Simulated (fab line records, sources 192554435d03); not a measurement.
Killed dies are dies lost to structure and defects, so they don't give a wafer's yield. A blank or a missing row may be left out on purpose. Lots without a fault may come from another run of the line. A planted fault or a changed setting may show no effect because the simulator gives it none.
fab line records | flow n5_finfet
record lots=7 wafers=21
route steps=1938 shown WELL_APT@39 PMOS_HMC_CHANNEL_EPI@62 FIN_CUT@155 STI_FIN_REVEAL@190 BEOL_M4@1111
start_h: hours from the record's first day to the start of the lot's first wafer shown | wait_h: hours since the lot's step before | " the same as in the row above | L1.1+2: a row that stands for several wafers | - no value, or no start given | * or withheld: withheld | < > ~ a bound
route shown NAME@n: a module of which the file shows steps, and the number in the route of the first | usual: mean/standard deviation of fault-free wafers | same: alike in all rows | chamber/n: place in a boat | sites: the reading at each site | _std_site: their standard deviation | _edge_site: outer sites' mean less inner sites' | radius_mm: how far each site lies from the wafer's centre | mask NAME#n: copy n | behind: the tool/chamber that last shaped the wafer | hold: why the lot was held/for how many hours/how that ended | device: the transistor (n, p or np) that didn't switch | end of line: the same wafers' tests at the end of the route | a step without rows: its recipe alone | killed: dies lost to structure and defects at the first sort, not the wafer's yield | map: a wafer's dies, x killed, . not, _ none there
set.NAME: the setting as run; set.NAME@STEP: as run at that earlier step | model.NAME: the simulator's own value behind a step, which no gauge read
lots whose settings were changed on purpose; a table a step, a row a wafer
## steps
# step N5_WELL_APT_EXPOSE_22
# recipe mask_id=PWELL na=0.8 source_shape=conventional sigma_outer=0.8 polarization=unpolarized defocus_nm=0 target_cd_nm=200 dose_mj=23.2
# columns lot.wafer tool chamber start_h wait_h mask set.dose_mj
L074.1+4 krf_scanner-02 0 15.67 - PWELL#0 23.2
L074.3 " 0 " " PWELL#0 21.72
L075.3+4+5 krf_scanner-01 0 20.77 - PWELL#0 23.2
L085.1+2+6 krf_scanner-01 0 81.06 - PWELL#0 23.2
L091.4+6 krf_scanner-02 0 116.79 - PWELL#0 23.2
L091.5 " 0 " " PWELL#0 24.5
L092.2 krf_scanner-02 0 122.78 - PWELL#0 23.2
L092.3+4 " 0 " " PWELL#0 22.43
L093.1 krf_scanner-01 0 129.03 - PWELL#0 23.9
L093.3+5 " 0 " " PWELL#0 23.2
L095.2+6 krf_scanner-01 0 140.64 - PWELL#0 22.71
L095.5 " 0 " " PWELL#0 23.2
# step N5_WELL_APT_PEB_23
# recipe peb_temp_c=130 peb_time_s=90
# columns lot.wafer tool chamber start_h wait_h set.peb_temp_c
L074.1+3 litho_track-03 0 15.73 0.1 132.6
L074.4 " 0 " " 130
L075.3+4 litho_track-02 0 20.82 0.0 130
L075.5 " 0 " " 128.2
L085.1+2+6 litho_track-04 0 81.12 0.1 130
L091.4 litho_track-04 0 116.83 0.0 130
L091.5+6 " 0 " " 131.6
L092.2 litho_track-03 0 122.83 0.0 130
L092.3+4 " 0 " " 131.7
L093.1 litho_track-04 0 129.09 0.1 130
L093.3+5 " 0 " " 126.5
L095.2+6 litho_track-02 0 140.69 0.0 131.9
L095.5 " 0 " " 130
# step N5_WELL_APT_DEVELOP_24
# recipe develop_time_s=45 rinse_liquid=surfactant_rinse dry=air_spin dev_temp_c=21
# step N5_WELL_APT_HARDBAKE_29
# recipe temp_c=130 time_s=120
# step N5_WELL_APT_CD_MEAS_25
# recipe target_cd_nm=200 landing_energy_ev=500 detector=se_inlens
# usual cd_nm=199.8/1.9
# columns lot.wafer tool chamber start_h wait_h set.dose_mj@WELL_APT_EXPOSE_22 set.peb_temp_c@WELL_APT_PEB_23 cd_nm
L074.1 cd_sem-01 0 15.84 - 23.2 132.6 211.2
L074.3 " 0 " " 21.72 132.6 201.0
L074.4 " 0 " " 23.2 130 198.8
L075.3 cd_sem-01 0 20.93 - 23.2 130 201.3
L075.4 " 0 " " 23.2 130 198.3
L075.5 " 0 " " 23.2 128.2 191.1
L085.1 cd_sem-02 0 81.23 - 23.2 130 204.2
L085.2 " 0 " " 23.2 130 200.9
L085.6 " 0 " " 23.2 130 199.0
L091.4 cd_sem-01 0 116.94 - 23.2 130 199.5
L091.5 " 0 " " 24.5 131.6 220.9
L091.6 " 0 " " 23.2 131.6 206.9
L092.2 cd_sem-02 0 122.95 - 23.2 130 199.1
L092.3 " 0 " " 22.43 131.7 201.9
L092.4 " 0 " " 22.43 131.7 200.4
L093.1 cd_sem-03 0 129.20 - 23.9 130 205.6
L093.3 " 0 " " 23.2 126.5 179.2
L093.5 " 0 " " 23.2 126.5 175.9
L095.2 cd_sem-03 0 140.81 - 22.71 131.9 204.0
L095.5 " 0 " " 23.2 130 196.8
L095.6 " 0 " " 22.71 131.9 204.6
# step N5_WELL_APT_DESCUM_30
# recipe chemistry=O2 time_s=7.9 source_power_w=50 bias_power_w=20 pressure_mtorr=20 rf_frequency_hz=2.712e+07 temp_c=40 o2_flow_sccm=225
# columns lot.wafer tool chamber start_h wait_h set.dose_mj@WELL_APT_EXPOSE_22 set.peb_temp_c@WELL_APT_PEB_23 model.WELL_APT.cd_nm
L074.1 rie_diel-02 1 16.03 0.1 23.2 132.6 211.3
L074.3 " 2 " " 21.72 132.6 201.3
L074.4 " 2 " " 23.2 130 199
L075.3 rie_diel-01 1 21.02 0.0 23.2 130 201
L075.4 " 3 " " 23.2 130 198.4
L075.5 " 1 " " 23.2 128.2 191.1
L085.1 rie_diel-02 0 81.32 0.0 23.2 130 203.9
L085.2 " 3 " " 23.2 130 201
L085.6 " 2 " " 23.2 130 199.1
L091.4 rie_diel-01 2 117.03 0.0 23.2 130 199.6
L091.5 " 1 " " 24.5 131.6 220.9
L091.6 " 0 " " 23.2 131.6 207.2
L092.2 rie_diel-02 2 123.03 0.0 23.2 130 199.1
L092.3 " 0 " " 22.43 131.7 201.7
L092.4 " 2 " " 22.43 131.7 200.5
L093.1 rie_diel-02 3 129.29 0.0 23.9 130 201.3
L093.3 " 1 " " 23.2 126.5 178.9
L093.5 " 3 " " 23.2 126.5 176
L095.2 rie_diel-06 3 141.22 0.4 22.71 131.9 203.7
L095.5 " 0 " " 23.2 130 197
L095.6 " 3 " " 22.71 131.9 204.5
# step N5_PMOS_HMC_CHANNEL_EPI_EXPOSE_06
# recipe mask_id=PMOS_HMC_BLK na=1.35 source_shape=conventional sigma_outer=0.8 polarization=unpolarized target_cd_nm=240 dose_mj=41
# columns lot.wafer tool chamber start_h wait_h mask set.dose_mj
L074.1 arfi_scanner-03 0 18.06 - PMOS_HMC_BLK#0 38.81
L074.3+4 " 0 " " PMOS_HMC_BLK#0 41
L075.3+4 arfi_scanner-02 0 23.02 - PMOS_HMC_BLK#0 43.32
L075.5 " 0 " " PMOS_HMC_BLK#0 41
L085.1+2+6 arfi_scanner-02 0 83.38 - PMOS_HMC_BLK#0 41
L091.4+5 arfi_scanner-03 0 119.21 - PMOS_HMC_BLK#0 41
L091.6 " 0 " " PMOS_HMC_BLK#0 38.4
L092.2+3+4 arfi_scanner-02 0 125.00 - PMOS_HMC_BLK#0 41
L093.1+3 arfi_scanner-03 0 131.46 - PMOS_HMC_BLK#0 41
L093.5 " 0 " " PMOS_HMC_BLK#0 38.27
L095.2 arfi_scanner-01 0 143.42 - PMOS_HMC_BLK#0 41
L095.5+6 " 0 " " PMOS_HMC_BLK#0 42.82
# step N5_PMOS_HMC_CHANNEL_EPI_PEB_07
# recipe peb_temp_c=110 peb_time_s=60 resist=CAR-ArF-block
# columns lot.wafer tool chamber start_h wait_h set.peb_temp_c
L074.1+4 litho_track-05 0 18.12 0.1 106.9
L074.3 " 0 " " 110
L075.3 litho_track-01 0 23.07 0.0 106.5
L075.4+5 " 0 " " 110
L085.1+2+6 litho_track-05 0 83.44 0.1 110
L091.4+6 litho_track-05 0 119.26 0.0 112.5
L091.5 " 0 " " 110
L092.2+3+4 litho_track-01 0 125.06 0.0 111.2
L093.1+5 litho_track-01 0 131.52 0.1 107.9
L093.3 " 0 " " 110
L095.2+5 litho_track-01 0 143.47 0.0 111
L095.6 " 0 " " 110
# step N5_PMOS_HMC_CHANNEL_EPI_DEVELOP_08
# recipe develop_time_s=30 developer=TMAH resist=CAR-ArF-block dev_temp_c=23 rinse_liquid=diw dry=air_spin
# step N5_PMOS_HMC_CHANNEL_EPI_CD_MEAS_09
# recipe target_cd_nm=237.4 landing_energy_ev=500 detector=se_inlens
# usual cd_nm=237.6/1
# columns lot.wafer tool chamber start_h wait_h set.dose_mj@PMOS_HMC_CHANNEL_EPI_EXPOSE_06 set.peb_temp_c@PMOS_HMC_CHANNEL_EPI_PEB_07 cd_nm
L074.1 cd_sem-02 0 18.19 - 38.81 106.9 223.8
L074.3 " 0 " " 41 110 238.7
L074.4 " 0 " " 41 106.9 227.8
L075.3 cd_sem-03 0 23.13 - 43.32 106.5 232.4
L075.4 " 0 " " 43.32 110 241.2
L075.5 " 0 " " 41 110 238.6
L085.1 cd_sem-02 0 83.50 - 41 110 237.2
L085.2 " 0 " " 41 110 237.3
L085.6 " 0 " " 41 110 237.2
L091.4 cd_sem-01 0 119.32 - 41 112.5 246.1
L091.5 " 0 " " 41 110 237.9
L091.6 " 0 " " 38.4 112.5 241.3
L092.2 cd_sem-02 0 125.12 - 41 111.2 241.1
L092.3 " 0 " " 41 111.2 240.5
L092.4 " 0 " " 41 111.2 240.2
L093.1 cd_sem-02 0 131.58 - 41 107.9 232.0
L093.3 " 0 " " 41 110 238.4
L093.5 " 0 " " 38.27 107.9 226.4
L095.2 cd_sem-01 0 143.54 - 41 111 242.2
L095.5 " 0 " " 42.82 111 244.7
L095.6 " 0 " " 42.82 110 242.9
# step N5_PMOS_HMC_CHANNEL_EPI_DESCUM_14
# recipe chemistry=O2 time_s=7.9 source_power_w=50 bias_power_w=20 pressure_mtorr=20 rf_frequency_hz=2.712e+07 temp_c=40 resist=CAR-ArF-block o2_flow_sccm=225
# columns lot.wafer tool chamber start_h wait_h set.dose_mj@PMOS_HMC_CHANNEL_EPI_EXPOSE_06 set.peb_temp_c@PMOS_HMC_CHANNEL_EPI_PEB_07 model.PMOS_HMC_CHANNEL_EPI.cd_nm
L074.1 rie_diel-04 0 18.59 0.3 38.81 106.9 224.1
L074.3 " 1 " " 41 110 238.6
L074.4 " 1 " " 41 106.9 227.8
L075.3 rie_diel-03 0 23.45 0.3 43.32 106.5 232
L075.4 " 1 " " 43.32 110 241.2
L075.5 " 3 " " 41 110 238.4
L085.1 rie_diel-04 0 83.59 0.0 41 110 237.2
L085.2 " 1 " " 41 110 237
L085.6 " 2 " " 41 110 237.6
L091.4 rie_diel-05 3 119.41 0.0 41 112.5 246.1
L091.5 " 0 " " 41 110 237.7
L091.6 " 3 " " 38.4 112.5 241.3
L092.2 rie_diel-05 2 125.21 0.0 41 111.2 241
L092.3 " 1 " " 41 111.2 240.3
L092.4 " 0 " " 41 111.2 240.5
L093.1 rie_diel-04 3 132.01 0.4 41 107.9 232.1
L093.3 " 0 " " 41 110 238.8
L093.5 " 1 " " 38.27 107.9 225.9
L095.2 rie_diel-05 2 143.63 0.0 41 111 242
L095.5 " 3 " " 42.82 111 244.5
L095.6 " 2 " " 42.82 110 242.7
# step N5_PMOS_HMC_CHANNEL_EPI_ETCH_32
# recipe chemistry=N2/H2 target=BARC stop_on=SiO2 target_depth_a=858 over_etch_frac=0.3 time_s=50.3 ion_energy_ev=200 mask_material=CAR-ArF-block pressure_mtorr=30 source_w=840 bias_w=150 n2_flow_sccm=200 h2_flow_sccm=200
# columns lot.wafer tool chamber start_h wait_h set.dose_mj@PMOS_HMC_CHANNEL_EPI_EXPOSE_06 set.peb_temp_c@PMOS_HMC_CHANNEL_EPI_PEB_07 model.PMOS_HMC_CHANNEL_EPI.cd_nm
L074.1 rie_diel-04 0 18.63 0.0 38.81 106.9 226.3
L074.3 " 1 " " 41 110 240.9
L074.4 " 1 " " 41 106.9 229.4
L075.3 rie_diel-03 0 23.49 0.0 43.32 106.5 234.8
L075.4 " 1 " " 43.32 110 244.2
L075.5 " 3 " " 41 110 241.7
L085.1 rie_diel-04 0 83.63 0.0 41 110 240.1
L085.2 " 1 " " 41 110 238.9
L085.6 " 2 " " 41 110 240.6
L091.4 rie_diel-05 3 119.44 0.0 41 112.5 247.2
L091.5 " 0 " " 41 110 239.5
L091.6 " 3 " " 38.4 112.5 242.3
L092.2 rie_diel-05 2 125.25 0.0 41 111.2 243.5
L092.3 " 1 " " 41 111.2 242
L092.4 " 0 " " 41 111.2 242.6
L093.1 rie_diel-04 3 132.04 0.0 41 107.9 235
L093.3 " 0 " " 41 110 242.5
L093.5 " 1 " " 38.27 107.9 228.2
L095.2 rie_diel-05 2 143.66 0.0 41 111 244.1
L095.5 " 3 " " 42.82 111 246.6
L095.6 " 2 " " 42.82 110 245
# step N5_PMOS_HMC_CHANNEL_EPI_HM_OPEN_15
# recipe chemistry=CHF3/O2 target=SiO2 mask_material=CAR-ArF-block target_depth_a=406 CHF3_flow_sccm=50 O2_flow_sccm=5 Ar_flow_sccm=200 time_s=20.3 pressure_mtorr=30 source_w=650 bias_w=170 ion_energy_ev=200
# columns lot.wafer tool chamber start_h wait_h set.dose_mj@PMOS_HMC_CHANNEL_EPI_EXPOSE_06 set.peb_temp_c@PMOS_HMC_CHANNEL_EPI_PEB_07 model.PMOS_HMC_CHANNEL_EPI.cd_nm
L074.1 rie_diel-04 0 18.67 0.0 38.81 106.9 226.2
L074.3 " 1 " " 41 110 240.8
L074.4 " 1 " " 41 106.9 229.4
L075.3 rie_diel-03 0 23.53 0.0 43.32 106.5 234.7
L075.4 " 1 " " 43.32 110 244.1
L075.5 " 3 " " 41 110 241.7
L085.1 rie_diel-04 0 83.67 0.0 41 110 240.1
L085.2 " 1 " " 41 110 238.8
L085.6 " 2 " " 41 110 240.5
L091.4 rie_diel-05 3 119.48 0.0 41 112.5 247.1
L091.5 " 0 " " 41 110 239.5
L091.6 " 3 " " 38.4 112.5 242.3
L092.2 rie_diel-05 2 125.29 0.0 41 111.2 243.5
L092.3 " 1 " " 41 111.2 242
L092.4 " 0 " " 41 111.2 242.6
L093.1 rie_diel-04 3 132.08 0.0 41 107.9 235.1
L093.3 " 0 " " 41 110 242.5
L093.5 " 1 " " 38.27 107.9 228.2
L095.2 rie_diel-05 2 143.71 0.0 41 111 244.1
L095.5 " 3 " " 42.82 111 246.5
L095.6 " 2 " " 42.82 110 245.1
# step N5_PMOS_HMC_CHANNEL_EPI_STRIP_33
# recipe chemistry=N2/H2 power_w=500 temp_c=40 pressure_mtorr=50 rf_frequency_hz=6e+07 overash_fraction=0.3 bias_power_w=8 h2_frac=0.5 n2_flow_sccm=300 h2_flow_sccm=300
# step N5_PMOS_HMC_CHANNEL_EPI_STRIP_17
# recipe chemistry=SPM time_s=750 temp_c=130 h2so4_h2o2_vol_ratio=4 dry=ipa_marangoni
# step N5_PMOS_HMC_CHANNEL_EPI_ETCH_38
# recipe chemistry=CF4 target=SiO2 target_depth_a=15 ion_energy_ev=350 pressure_mtorr=10 icp_w=800 bias_w=400 cf4_flow_sccm=80
# columns lot.wafer tool chamber start_h wait_h set.dose_mj@PMOS_HMC_CHANNEL_EPI_EXPOSE_06 set.peb_temp_c@PMOS_HMC_CHANNEL_EPI_PEB_07 model.PMOS_HMC_CHANNEL_EPI.cd_nm
L074.1 rie_si-06 2 19.03 0.0 38.81 106.9 226.2
L074.3 " 3 " " 41 110 240.8
L074.4 " 0 " " 41 106.9 229.3
L075.3 rie_si-03 3 23.91 0.0 43.32 106.5 234.7
L075.4 " 1 " " 43.32 110 244
L075.5 " 2 " " 41 110 241.6
L085.1 rie_si-03 3 84.03 0.0 41 110 240
L085.2 " 0 " " 41 110 238.8
L085.6 " 2 " " 41 110 240.5
L091.4 rie_si-06 0 119.84 0.0 41 112.5 247.1
L091.5 " 0 " " 41 110 239.4
L091.6 " 1 " " 38.4 112.5 242.2
L092.2 rie_si-01 2 125.65 0.0 41 111.2 243.6
L092.3 " 1 " " 41 111.2 242
L092.4 " 3 " " 41 111.2 242.7
L093.1 rie_si-03 2 132.44 0.0 41 107.9 235.1
L093.3 " 3 " " 41 110 242.5
L093.5 " 3 " " 38.27 107.9 228.1
L095.2 rie_si-03 0 144.06 0.0 41 111 244.1
L095.5 " 3 " " 42.82 111 246.5
L095.6 " 0 " " 42.82 110 245.1
# step N5_PMOS_HMC_CHANNEL_EPI_FIN_RECESS_16
# recipe chemistry=HBr/Cl2 target=Si mask_material=SiO2 target_depth_a=540 time_s=18 pressure_mtorr=10 icp_w=800 bias_w=75 HBr_flow_sccm=150 Cl2_flow_sccm=80
# columns lot.wafer tool chamber start_h wait_h set.dose_mj@PMOS_HMC_CHANNEL_EPI_EXPOSE_06 set.peb_temp_c@PMOS_HMC_CHANNEL_EPI_PEB_07 model.PMOS_HMC_CHANNEL_EPI.cd_nm
L074.1 rie_si-06 2 19.05 0.0 38.81 106.9 226.1
L074.3 " 3 " " 41 110 240.7
L074.4 " 0 " " 41 106.9 229.2
L075.3 rie_si-03 3 23.93 0.0 43.32 106.5 234.7
L075.4 " 1 " " 43.32 110 244
L075.5 " 2 " " 41 110 241.7
L085.1 rie_si-03 3 84.05 0.0 41 110 240
L085.2 " 0 " " 41 110 238.7
L085.6 " 2 " " 41 110 240.5
L091.4 rie_si-06 0 119.86 0.0 41 112.5 247.1
L091.5 " 0 " " 41 110 239.4
L091.6 " 1 " " 38.4 112.5 242.3
L092.2 rie_si-01 2 125.67 0.0 41 111.2 243.5
L092.3 " 1 " " 41 111.2 241.9
L092.4 " 3 " " 41 111.2 242.8
L093.1 rie_si-03 2 132.46 0.0 41 107.9 235
L093.3 " 3 " " 41 110 242.4
L093.5 " 3 " " 38.27 107.9 228.1
L095.2 rie_si-03 0 144.08 0.0 41 111 244.1
L095.5 " 3 " " 42.82 111 246.5
L095.6 " 0 " " 42.82 110 245.1
# step N5_FIN_CUT_COAT_19
# recipe resist=SiARC temp_c=220 time_s=60 spin_rpm=1500 resist_thk_nm=20
# columns lot.wafer tool chamber start_h wait_h set.spin_rpm model.SiARC_of_FIN_CUT_COAT_19.thk_nm
L074.1 litho_track-05 0 - - 1500 19.8
L074.3 " 0 " " 1500 20
L074.4 " 0 " " 1562 19.6
L075.3+5 litho_track-02 0 - - 1500 20
L075.4 " 0 " " 1646 19
L085.1+2+6 litho_track-03 0 - - 1500 20
L091.4+5+6 litho_track-05 0 - - 1500 20
L092.2+3 litho_track-02 0 - - 1500 20
L092.4 " 0 " " 1668 19
L093.1+3+5 litho_track-03 0 - - 1500 20
L095.2+5 litho_track-05 0 - - 1400 20.6
L095.6 " 0 " " 1500 20
# step N5_FIN_CUT_COAT_29
# recipe resist=underlayer temp_c=205 time_s=60 spin_rpm=1500 resist_thk_nm=10
# step N5_FIN_CUT_COAT_02
# recipe resist=CAR-EUV spin_rpm=1500 resist_thk_nm=30
# step N5_FIN_CUT_DESCUM_13
# recipe chemistry=O2 time_s=7 source_power_w=50 bias_power_w=20 pressure_mtorr=20 rf_frequency_hz=2.712e+07 temp_c=40 resist=CAR-EUV o2_flow_sccm=225
# step N5_FIN_CUT_ETCH_30
# recipe chemistry=N2/H2 target=underlayer target_depth_a=130 mask_material=CAR-EUV time_s=10.4 ion_energy_ev=200 pressure_mtorr=30 source_w=840 bias_w=150 n2_flow_sccm=200 h2_flow_sccm=200 ends=cleared
# step N5_FIN_CUT_ETCH_20
# recipe chemistry=CF4 target=SiARC target_depth_a=260 mask_material=CAR-EUV time_s=43.3 ion_energy_ev=80 pressure_mtorr=40 source_w=545 bias_w=36 Ar_flow_sccm=100 cf4_flow_sccm=100 ends=cleared
# columns lot.wafer tool chamber start_h wait_h set.spin_rpm@FIN_CUT_COAT_19 model.etch.depth_nm
L074.1 rie_diel-03 0 29.14 0.0 1500 19.88
L074.3 " 2 " " 1500 19.96
L074.4 " 1 " " 1562 19.53
L075.3 rie_diel-04 2 33.16 0.0 1500 19.91
L075.4 " 3 " " 1646 19.05
L075.5 " 1 " " 1500 19.96
L085.1 rie_diel-03 1 97.00 0.0 1500 20.02
L085.2 " 0 " " 1500 19.96
L085.6 " 2 " " 1500 20
L091.4+6 rie_diel-03 3,0 129.34 0.0 1500 20
L091.5 " 1 " " 1500 19.97
L092.2 rie_diel-05 0 134.33 0.0 1500 20.05
L092.3 " 3 " " 1500 20.09
L092.4 " 2 " " 1668 19
L093.1+5 rie_diel-03 1,0 142.18 0.0 1500 19.99
L093.3 " 3 " " 1500 19.98
L095.2 rie_diel-05 3 155.37 0.0 1400 20.63
L095.5 " 0 " " 1400 20.68
L095.6 " 3 " " 1500 20
# step N5_STI_FIN_REVEAL_ETCHBACK_08
# recipe chemistry=C4F6/O2 target=SiO2 target_depth_a=305 time_s=10.167 ion_energy_ev=250 pressure_mtorr=30 source_w=345 bias_w=185 Ar_flow_sccm=300 C4F6_flow_sccm=10 O2_flow_sccm=10
# columns lot.wafer tool chamber start_h wait_h set.time_s
L074.1+3+4 rie_diel-02 3,1,3 35.70 0.2 10.167
L075.3+4+5 rie_diel-01 1,0,2 39.75 0.2 10.167
L085.1+2+6 rie_diel-06 2,3,2 104.22 0.2 10.167
L091.4 rie_diel-02 1 136.23 0.1 11.87
L091.5+6 " 0,3 " " 10.167
L092.2+4 rie_diel-02 1,2 141.29 0.2 10.167
L092.3 " 3 " " 9.223
L093.1 rie_diel-06 3 149.55 0.5 10.167
L093.3+5 " 1,0 " " 10.97
L095.2 rie_diel-06 1 162.44 0.3 10.167
L095.5+6 " 1,0 " " 8.398
# step N5_STI_FIN_REVEAL_STRIP_24
# recipe chemistry=N2/H2 time_s=90 power_w=100 temp_c=40 pressure_mtorr=100 rf_frequency_hz=6e+07 bias_power_w=3 n2_flow_sccm=300 h2_flow_sccm=300
# step N5_STI_FIN_REVEAL_PRECLEAN_25
# recipe chemistry=SPM time_s=90 temp_c=120 mix=4:1
# step N5_STI_FIN_REVEAL_SRD_23
# recipe dry=ipa_marangoni time_s=30 temp_c=23 rinse_liquid=diw
# step N5_STI_FIN_REVEAL_FIN_H_MEAS_10
# usual trench_depth_nm=52.0/0.74
# columns lot.wafer tool chamber start_h wait_h set.time_s@STI_FIN_REVEAL_ETCHBACK_08 trench_depth_nm
L074.1 ocd-01 - 38.65 0.0 10.167 51.0
L074.3 " - " " 10.167 51.5
L074.4 " - " " 10.167 51.1
L075.3 ocd-01 - 42.71 0.0 10.167 51.7
L075.4 " - " " 10.167 52.1
L075.5 " - " " 10.167 51.8
L085.1 ocd-02 - 107.27 0.0 10.167 52.5
L085.2 " - " " 10.167 52.1
L085.6 " - " " 10.167 52.6
L091.4 ocd-01 - 139.25 0.0 11.87 56.6
L091.5 " - " " 10.167 51.4
L091.6 " - " " 10.167 51.7
L092.2 ocd-01 - 144.31 0.0 10.167 52.2
L092.3 " - " " 9.223 49.7
L092.4 " - " " 10.167 53.1
L093.1 ocd-02 - 152.55 0.0 10.167 52.0
L093.3 " - " " 10.97 55.0
L093.5 " - " " 10.97 56.2
L095.2 ocd-01 - 165.41 0.0 10.167 51.1
L095.5 " - " " 8.398 46.5
L095.6 " - " " 8.398 47.8
# step N5_BEOL_M4_RC_MEAS_101
# usual ION_P=463/8
# columns lot.wafer tool chamber start_h wait_h set.time_s@STI_FIN_REVEAL_ETCHBACK_08 ION_P[uA/um]
L074.1 prober-01 0 165.63 0.0 10.167 457
L074.3 " 0 " " 10.167 473
L074.4 " 0 " " 10.167 469
L075.3 prober-02 0 181.46 0.3 10.167 456
L075.4 " 0 " " 10.167 463
L075.5 " 0 " " 10.167 454
L085.1 prober-01 0 242.29 0.0 10.167 464
L085.2 " 0 " " 10.167 463
L085.6 " 0 " " 10.167 473
L092.2 prober-01 0 271.95 0.2 10.167 456
L092.3 " 0 " " 9.223 437
L092.4 " 0 " " 10.167 462
L091.4 prober-01 0 274.35 0.5 11.87 502
L091.5 " 0 " " 10.167 460
L091.6 " 0 " " 10.167 460
L093.1 prober-01 0 290.80 0.0 10.167 456
L093.3 " 0 " " 10.97 489
L093.5 " 0 " " 10.97 495
L095.2 prober-01 0 308.16 0.2 10.167 463
L095.5 " 0 " " 8.398 426
L095.6 " 0 " " 8.398 425
## key
split step=N5_WELL_APT_EXPOSE_22 setting=dose_mj stated=23.2 by=wafer
response step=N5_WELL_APT_CD_MEAS_25 reading=cd_nm slope=+2.1 per=1% together_with=peb_temp_c@WELL_APT_PEB_23 explained=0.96
response step=N5_WELL_APT_DESCUM_30 reading=model.WELL_APT.cd_nm slope=+1.95 per=1% together_with=peb_temp_c@WELL_APT_PEB_23 explained=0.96
split step=N5_WELL_APT_PEB_23 setting=peb_temp_c stated=130 by=wafer
response step=N5_WELL_APT_CD_MEAS_25 reading=cd_nm slope=+7.45 per=1% together_with=dose_mj@WELL_APT_EXPOSE_22 explained=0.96
response step=N5_WELL_APT_DESCUM_30 reading=model.WELL_APT.cd_nm slope=+6.79 per=1% together_with=dose_mj@WELL_APT_EXPOSE_22 explained=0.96
split step=N5_PMOS_HMC_CHANNEL_EPI_EXPOSE_06 setting=dose_mj stated=41 by=wafer
response step=N5_PMOS_HMC_CHANNEL_EPI_CD_MEAS_09 reading=cd_nm slope=+0.763 per=1% together_with=peb_temp_c@PMOS_HMC_CHANNEL_EPI_PEB_07 explained=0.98
response step=N5_PMOS_HMC_CHANNEL_EPI_DESCUM_14 reading=model.PMOS_HMC_CHANNEL_EPI.cd_nm slope=+0.778 per=1% together_with=peb_temp_c@PMOS_HMC_CHANNEL_EPI_PEB_07 explained=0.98
response step=N5_PMOS_HMC_CHANNEL_EPI_ETCH_32 reading=model.PMOS_HMC_CHANNEL_EPI.cd_nm slope=+0.816 per=1% together_with=peb_temp_c@PMOS_HMC_CHANNEL_EPI_PEB_07 explained=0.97
response step=N5_PMOS_HMC_CHANNEL_EPI_HM_OPEN_15 reading=model.PMOS_HMC_CHANNEL_EPI.cd_nm slope=+0.818 per=1% together_with=peb_temp_c@PMOS_HMC_CHANNEL_EPI_PEB_07 explained=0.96
response step=N5_PMOS_HMC_CHANNEL_EPI_ETCH_38 reading=model.PMOS_HMC_CHANNEL_EPI.cd_nm slope=+0.819 per=1% together_with=peb_temp_c@PMOS_HMC_CHANNEL_EPI_PEB_07 explained=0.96
response step=N5_PMOS_HMC_CHANNEL_EPI_FIN_RECESS_16 reading=model.PMOS_HMC_CHANNEL_EPI.cd_nm slope=+0.811 per=1% together_with=peb_temp_c@PMOS_HMC_CHANNEL_EPI_PEB_07 explained=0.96
split step=N5_PMOS_HMC_CHANNEL_EPI_PEB_07 setting=peb_temp_c stated=110 by=wafer
response step=N5_PMOS_HMC_CHANNEL_EPI_CD_MEAS_09 reading=cd_nm change=+3.3 per=1% r=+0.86
response step=N5_PMOS_HMC_CHANNEL_EPI_DESCUM_14 reading=model.PMOS_HMC_CHANNEL_EPI.cd_nm change=+3.36 per=1% r=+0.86
response step=N5_PMOS_HMC_CHANNEL_EPI_ETCH_32 reading=model.PMOS_HMC_CHANNEL_EPI.cd_nm change=+3.45 per=1% r=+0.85
response step=N5_PMOS_HMC_CHANNEL_EPI_HM_OPEN_15 reading=model.PMOS_HMC_CHANNEL_EPI.cd_nm slope=+3.58 per=1% together_with=dose_mj@PMOS_HMC_CHANNEL_EPI_EXPOSE_06 explained=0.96
response step=N5_PMOS_HMC_CHANNEL_EPI_ETCH_38 reading=model.PMOS_HMC_CHANNEL_EPI.cd_nm slope=+3.58 per=1% together_with=dose_mj@PMOS_HMC_CHANNEL_EPI_EXPOSE_06 explained=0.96
response step=N5_PMOS_HMC_CHANNEL_EPI_FIN_RECESS_16 reading=model.PMOS_HMC_CHANNEL_EPI.cd_nm slope=+3.59 per=1% together_with=dose_mj@PMOS_HMC_CHANNEL_EPI_EXPOSE_06 explained=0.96
split step=N5_FIN_CUT_COAT_19 setting=spin_rpm stated=1500 by=wafer
response step=N5_FIN_CUT_COAT_19 reading=model.SiARC_of_FIN_CUT_COAT_19.thk_nm change=-0.0929 per=1% r=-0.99
response step=N5_FIN_CUT_ETCH_20 reading=model.etch.depth_nm change=-0.0944 per=1% r=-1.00
split step=N5_STI_FIN_REVEAL_ETCHBACK_08 setting=time_s stated=10.167 by=wafer
response step=N5_STI_FIN_REVEAL_FIN_H_MEAS_10 reading=trench_depth_nm change=+0.285 per=1% r=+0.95
response step=N5_BEOL_M4_RC_MEAS_101 reading=ION_P slope=+2.52 per=1% together_with=none explained=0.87
